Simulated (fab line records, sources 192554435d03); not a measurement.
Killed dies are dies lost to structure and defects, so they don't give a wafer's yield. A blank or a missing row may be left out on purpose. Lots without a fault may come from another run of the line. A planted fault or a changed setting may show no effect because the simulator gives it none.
Which tool did it? | flow n5_finfet | 24 lots, 72 wafers sampled, at 5 steps of a route of 1938

WHAT THE GAUGES READ, wafer by wafer
N5_BEOL_M8_CD_MEAS_28: target cd 40 nm. Usual: cd_nm 40.00 nm, standard deviation 0.22.
lot  | measured     | on        | cd_nm (nm)        | flag
L074 | day 9 06:50  | cd_sem-01 | 39.67 39.65 40.12 |
L075 | day 9 14:46  | cd_sem-03 | 39.87 39.56 40.39 |
L076 | day 10 08:01 | cd_sem-01 | 39.99 40.19 39.96 |
L077 | day 10 16:18 | cd_sem-02 | 39.91 39.91 39.86 |
L080 | day 10 20:08 | cd_sem-02 | 40.22 39.58 40.14 |
L078 | day 10 23:38 | cd_sem-01 | 40.15 40.14 39.99 |
L079 | day 11 00:35 | cd_sem-03 | 39.67 39.68 40.17 |
L081 | day 11 08:16 | cd_sem-03 | 39.75 39.75 39.46 |
L083 | day 11 12:51 | cd_sem-02 | 40.27 40.20 39.89 |
L082 | day 11 15:07 | cd_sem-02 | 40.08 40.26 39.54 |
L084 | day 12 00:55 | cd_sem-03 | 40.21 39.95 39.97 |
L085 | day 12 02:08 | cd_sem-03 | 40.00 40.10 39.73 |
L086 | day 12 18:43 | cd_sem-01 | 40.39 40.25 39.90 |
L087 | day 12 20:35 | cd_sem-03 | 39.94 40.11 39.52 |
L089 | day 13 02:31 | cd_sem-01 | 40.05 40.35 39.86 |
L088 | day 13 02:40 | cd_sem-01 | 39.90 39.89 40.14 |
L091 | day 13 05:34 | cd_sem-03 | 39.90 39.86 39.93 |
L090 | day 13 11:32 | cd_sem-03 | 40.30 40.23 40.27 |
L092 | day 13 20:26 | cd_sem-01 | 39.97 39.68 39.77 |
L093 | day 14 08:10 | cd_sem-01 | 40.19 40.06 40.31 |
L095 | day 14 18:50 | cd_sem-01 | 39.95 40.19 40.06 |
L094 | day 15 08:44 | cd_sem-03 | 40.03 39.73 40.28 |
L096 | day 15 17:16 | cd_sem-02 | 40.14 39.94 39.72 |
L097 | day 15 18:50 | cd_sem-03 | 40.13 39.59 40.05 |

N5_BEOL_M9_OCD_MEAS_38. Usual: trench_depth_nm 151.0 nm, standard deviation 2.7.
lot  | measured     | on     | trench_depth_nm (nm) | flag
L074 | day 9 15:16  | ocd-02 | 147.9 145.3 146.8    |
L075 | day 10 00:47 | ocd-02 | 150.6 152.2 151.2    |
L076 | day 10 16:43 | ocd-01 | 148.0 151.0 151.1    |
L077 | day 11 00:09 | ocd-01 | 156.1 148.4 150.5    |
L080 | day 11 02:59 | ocd-02 | 151.9 149.3 150.3    |
L078 | day 11 07:44 | ocd-01 | 153.2 151.7 152.5    |
L079 | day 11 09:01 | ocd-02 | 154.0 148.5 153.8    |
L081 | day 11 16:37 | ocd-02 | 153.3 151.9 151.1    |
L083 | day 11 21:32 | ocd-01 | 156.7 149.5 151.8    |
L082 | day 12 01:31 | ocd-01 | 152.2 150.8 150.2    |
L084 | day 12 10:45 | ocd-01 | 150.2 153.6 150.0    |
L085 | day 12 10:47 | ocd-02 | 151.9 157.6 153.5    |
L086 | day 13 03:07 | ocd-02 | 146.9 149.4 153.6    |
L087 | day 13 06:04 | ocd-01 | 145.6 149.3 150.8    |
L089 | day 13 09:09 | ocd-01 | 155.9 149.8 148.9    |
L088 | day 13 12:01 | ocd-01 | 153.7 149.9 152.8    |
L091 | day 13 13:16 | ocd-02 | 152.8 153.2 153.2    |
L090 | day 13 20:43 | ocd-01 | 152.3 153.5 153.3    |
L092 | day 14 06:44 | ocd-01 | 152.7 153.1 153.6    |
L093 | day 14 15:43 | ocd-02 | 147.0 145.6 146.9    |
L095 | day 15 04:03 | ocd-01 | 150.4 152.0 150.9    |
L094 | day 15 23:34 | ocd-02 | 146.6 147.4 150.0    |
L096 | day 15 23:32 | ocd-01 | 149.0 155.9 152.5    |
L097 | day 16 01:58 | ocd-02 | 149.5 147.7 152.6    |

N5_BEOL_M10_INSPECT_13: inspects for defects (brightfield). Usual: raw_defect_count 406, standard deviation 79.
lot  | measured     | on                | raw_defect_count | flag
L074 | day 9 20:09  | defect_inspect-02 | 462 424 378      |
L075 | day 10 06:31 | defect_inspect-01 | 431 388 368      |
L076 | day 10 21:27 | defect_inspect-02 | 392 598 432      |
L077 | day 11 04:00 | defect_inspect-02 | 365 358 409      |
L080 | day 11 09:10 | defect_inspect-02 | 383 413 521      |
L078 | day 11 13:59 | defect_inspect-02 | 576 466 642      |
L079 | day 11 14:31 | defect_inspect-02 | 317 687 578      |
L081 | day 11 22:32 | defect_inspect-02 | 549 343 432      |
L083 | day 12 02:05 | defect_inspect-02 | 461 396 445      |
L082 | day 12 07:37 | defect_inspect-02 | 348 464 440      |
L084 | day 12 15:35 | defect_inspect-01 | 330 317 352      |
L085 | day 12 16:00 | defect_inspect-01 | 505 277 394      |
L086 | day 13 06:59 | defect_inspect-01 | 430 423 476      |
L087 | day 13 11:01 | defect_inspect-01 | 495 439 386      |
L089 | day 13 14:46 | defect_inspect-02 | 360 385 473      |
L088 | day 13 16:56 | defect_inspect-02 | 421 432 453      |
L091 | day 13 18:37 | defect_inspect-02 | 499 386 402      |
L090 | day 14 02:39 | defect_inspect-01 | 403 421 317      |
L092 | day 14 12:48 | defect_inspect-01 | 344 352 236      |
L093 | day 14 20:30 | defect_inspect-01 | 540 410 488      |
L095 | day 15 15:41 | defect_inspect-01 | 221 320 347      |
L094 | day 16 06:53 | defect_inspect-02 | 313 449 381      |
L096 | day 16 06:28 | defect_inspect-01 | 317 495 418      |
L097 | day 16 10:46 | defect_inspect-02 | 471 423 420      |

WHICH TOOL RAN EACH LOT (tool, then ch and the chambers of the sampled wafers, then the start)
lot  | N5_BEOL_M8_ETCH_41                            | N5_BEOL_M8_CMP_52
L074 | rie_diel-01 ch 0,3, day 9 10:40 or earlier    | cmp-03 ch 1,3, day 9 10:40
L075 | rie_diel-01 ch 0,1,2, day 9 19:26 or earlier  | cmp-03 ch 1,3, day 9 19:26
L076 | rie_diel-06 ch 0,2,3, day 10 11:14 or earlier | cmp-02 ch 0,1,2, day 10 11:14
L077 | rie_diel-01 ch 0,1,3, day 10 19:03 or earlier | cmp-02 ch 0,1,3, day 10 19:03
L080 | rie_diel-06 ch 1,2,3, day 10 22:43 or earlier | cmp-04 ch 1,2,3, day 10 22:43
L078 | rie_diel-06 ch 1,3, day 11 02:29 or earlier   | cmp-02 ch 1,2,3, day 11 02:29
L079 | rie_diel-05 ch 0,2, day 11 03:50 or earlier   | cmp-04 ch 0,1,2, day 11 03:50
L081 | rie_diel-01 ch 1,3, day 11 10:41 or earlier   | cmp-02 ch 0,1,2, day 11 10:41
L083 | rie_diel-06 ch 0,2,3, day 11 15:28 or earlier | cmp-04 ch 0,2,3, day 11 15:28
L082 | rie_diel-05 ch 1,2, day 11 17:20 or earlier   | cmp-02 ch 0,3, day 11 17:20
L084 | rie_diel-01 ch 0,2, day 12 03:58 or earlier   | cmp-03 ch 0,3, day 12 03:58
L085 | rie_diel-01 ch 0,1, day 12 05:29 or earlier   | cmp-02 ch 1,2,3, day 12 05:29
L086 | rie_diel-05 ch 0,3, day 12 21:22 or earlier   | cmp-04 ch 2,3, day 12 21:22
L087 | rie_diel-06 ch 0,2,3, day 13 00:13 or earlier | cmp-02 ch 0,2, day 13 00:13
L089 | rie_diel-06 ch 1,3, day 13 04:46 or earlier   | cmp-04 ch 0,3, day 13 04:46
L088 | rie_diel-06 ch 0,3, day 13 07:07 or earlier   | cmp-04 ch 0,1,3, day 13 07:07
L091 | rie_diel-06 ch 0,1,3, day 13 09:29 or earlier | cmp-04 ch 0,1,3, day 13 09:29
L090 | rie_diel-06 ch 1,3, day 13 14:44 or earlier   | cmp-02 ch 1,3, day 13 14:44
L092 | rie_diel-06 ch 0,1,3, day 13 23:31 or earlier | cmp-04 ch 0,2,3, day 13 23:31
L093 | rie_diel-05 ch 0,1,3, day 14 10:52 or earlier | cmp-02 ch 0,2,3, day 14 10:52
L095 | rie_diel-01 ch 0,2, day 14 21:29 or earlier   | cmp-03 ch 2,3, day 14 21:29
L094 | rie_diel-01 ch 0,1, day 15 18:06 or earlier   | cmp-02 ch 2,3, day 15 18:06
L096 | rie_diel-06 ch 1,2, day 15 20:00 or earlier   | cmp-04 ch 0,2,3, day 15 20:00
L097 | rie_diel-05 ch 0,2, day 15 21:25 or earlier   | cmp-04 ch 0,2, day 15 21:25
- N5_BEOL_M8_ETCH_41: etches SiCN in CH3F/O2, target depth 31.9 nm, time 57.8 s.
- N5_BEOL_M8_CMP_52: polishes, stops on SiCOH lowk, t overpolish 6.9 s, target thk 80 nm.

WHAT THE TOOLS THEMSELVES READ (means of the sampled wafers that have a number; where no wafer has one, the mark that the record gives instead)
N5_BEOL_M8_ETCH_41. Usual: CH3F_flow_sccm 30.01 sccm, standard deviation 0.088; O2_flow_sccm 19.98 sccm, standard deviation 0.062; drypump_motor_current_A 5.7 A, standard deviation 0.38; oes_product_au 0.79 a.u., standard deviation 0.097; rf_vpp_V 297.5 V, standard deviation 1.8; showerhead_plenum_p_Torr 2.01 Torr, standard deviation 0.08; throttle_valve_pct 16.32 %, standard deviation 0.2.
lot  | tool        | CH3F_flow_sccm (sccm) | O2_flow_sccm (sccm) | drypump_motor_current_A (A) | oes_product_au (a.u.) | rf_vpp_V (V) | showerhead_plenum_p_Torr (Torr) | throttle_valve_pct (%) | flag
L074 | rie_diel-01 | 29.96                 | 19.92               | 5.4                         | 0.76                  | 297.2        | 2.01                            | 16.20                  |
L075 | rie_diel-01 | 29.96                 | 19.98               | 6.0                         | 0.72                  | 296.6        | 2.01                            | 16.35                  |
L076 | rie_diel-06 | 29.95                 | 19.92               | 5.8                         | 0.74                  | 297.8        | 2.01                            | 16.38                  |
L077 | rie_diel-01 | 30.03                 | 19.99               | 5.6                         | 0.72                  | 297.0        | 1.99                            | 16.37                  |
L080 | rie_diel-06 | 30.13                 | 19.99               | 5.7                         | 0.80                  | 297.7        | 1.98                            | 16.33                  |
L078 | rie_diel-06 | 30.05                 | 19.93               | 5.7                         | 0.89                  | 297.3        | 2.01                            | 16.27                  |
L079 | rie_diel-05 | 29.98                 | 20.01               | 5.4                         | 0.88                  | 298.1        | 2.04                            | 16.19                  |
L081 | rie_diel-01 | 29.96                 | 20.05               | 5.6                         | 0.69                  | 296.3        | 1.97                            | 16.48                  |
L083 | rie_diel-06 | 30.02                 | 19.99               | 5.8                         | 0.73                  | 297.2        | 2.01                            | 16.40                  |
L082 | rie_diel-05 | 30.02                 | 19.89               | 5.8                         | 0.93                  | 299.4        | 2.14                            | 16.13                  |
L084 | rie_diel-01 | 29.97                 | 20.04               | 5.8                         | 0.83                  | 297.5        | 2.02                            | 16.09                  |
L085 | rie_diel-01 | 30.07                 | 20.01               | 5.7                         | 0.73                  | 296.4        | 2.00                            | 16.29                  |
L086 | rie_diel-05 | 30.03                 | 19.95               | 5.2                         | 0.72                  | 294.9        | 1.88                            | 16.60                  |
L087 | rie_diel-06 | 29.92                 | 20.02               | 5.8                         | 0.72                  | 297.8        | 2.01                            | 16.42                  |
L089 | rie_diel-06 | 30.05                 | 20.02               | 5.7                         | 0.85                  | 297.2        | 2.01                            | 16.31                  |
L088 | rie_diel-06 | 29.99                 | 20.01               | 5.9                         | 0.73                  | 297.6        | 2.07                            | 16.43                  |
L091 | rie_diel-06 | 30.07                 | 19.99               | 5.8                         | 0.79                  | 297.8        | 2.04                            | 16.36                  |
L090 | rie_diel-06 | 29.97                 | 20.03               | 5.7                         | 0.80                  | 297.1        | 2.04                            | 16.38                  |
L092 | rie_diel-06 | 29.98                 | 20.04               | 5.8                         | 0.78                  | 298.0        | 2.04                            | 16.39                  |
L093 | rie_diel-05 | 29.99                 | 19.99               | 5.7                         | 0.86                  | 296.5        | 1.98                            | 16.37                  |
L095 | rie_diel-01 | 29.96                 | 19.98               | 5.8                         | 0.78                  | 297.7        | 2.01                            | 16.11                  |
L094 | rie_diel-01 | 30.03                 | 19.94               | 5.7                         | 0.80                  | 296.6        | 1.99                            | 16.21                  |
L096 | rie_diel-06 | 30.06                 | 19.97               | 5.7                         | 0.88                  | 298.0        | 2.01                            | 16.15                  |
L097 | rie_diel-05 | 30.05                 | 19.97               | 5.3                         | 0.76                  | 295.1        | 1.92                            | 16.48                  |

N5_BEOL_M8_CMP_52. Usual: barrier_field_endpoint_s 29.0 s, standard deviation 0.69; motor_current_A 6.2 A, standard deviation 0.82; overpolish_run_s 6.901 s, standard deviation 0.0088; time_to_endpoint_s 64 s, standard deviation 3.4.
lot  | tool   | barrier_field_endpoint_s (s) | motor_current_A (A) | overpolish_run_s (s) | time_to_endpoint_s (s) | flag
L074 | cmp-03 | 28.5                         | 6.0                 | 6.911                | 59                     |
L075 | cmp-03 | 28.8                         | 6.3                 | 6.897                | 63                     |
L076 | cmp-02 | 28.3                         | 6.7                 | 6.895                | 63                     |
L077 | cmp-02 | 29.5                         | 6.3                 | 6.913                | 64                     |
L080 | cmp-04 | 29.1                         | 6.2                 | 6.901                | 68                     |
L078 | cmp-02 | 28.9                         | 6.2                 | 6.897                | 63                     |
L079 | cmp-04 | 29.8                         | 6.2                 | 6.901                | 67                     |
L081 | cmp-02 | 29.2                         | 6.7                 | 6.903                | 65                     |
L083 | cmp-04 | 30.0                         | 5.4                 | 6.902                | 66                     |
L082 | cmp-02 | 29.2                         | 6.9                 | 6.903                | 66                     |
L084 | cmp-03 | 28.6                         | 6.2                 | 6.901                | 62                     |
L085 | cmp-02 | 28.9                         | 6.4                 | 6.892                | 68                     |
L086 | cmp-04 | 28.9                         | 6.2                 | 6.896                | 66                     |
L087 | cmp-02 | 29.4                         | 7.0                 | 6.905                | 64                     |
L089 | cmp-04 | 29.5                         | 4.9                 | 6.901                | 67                     |
L088 | cmp-04 | 29.3                         | 5.6                 | 6.898                | 63                     |
L091 | cmp-04 | 29.7                         | 5.7                 | 6.904                | 64                     |
L090 | cmp-02 | 28.8                         | 6.0                 | 6.902                | 63                     |
L092 | cmp-04 | 28.7                         | 5.6                 | 6.900                | 66                     |
L093 | cmp-02 | 28.5                         | 6.4                 | 6.897                | 60                     |
L095 | cmp-03 | 28.4                         | 6.0                 | 6.899                | 62                     |
L094 | cmp-02 | 28.3                         | 6.7                 | 6.897                | 60                     |
L096 | cmp-04 | 29.2                         | 5.5                 | 6.911                | 63                     |
L097 | cmp-04 | 29.3                         | 5.4                 | 6.911                | 64                     |

THE ANSWER, worked out from the rows above alone
Rule: a lot is off if the mean of its wafers that have a number lies more than 3 standard deviations from the usual mean. A lot without any number at a reading at which 4 lots or more have one is off too. The other lots that the step has rows for count as sound. The gauges are gone through in route order, then the tools' own readings, and for those a lot's mean is taken as printed above. The first step at which some lot is off is used, and at that step the reading that is off furthest; a lot without a number counts as furthest.
No lot is off at any reading shown: from this, nothing can be told.

WHAT THE SIMULATOR HAD PUT IN
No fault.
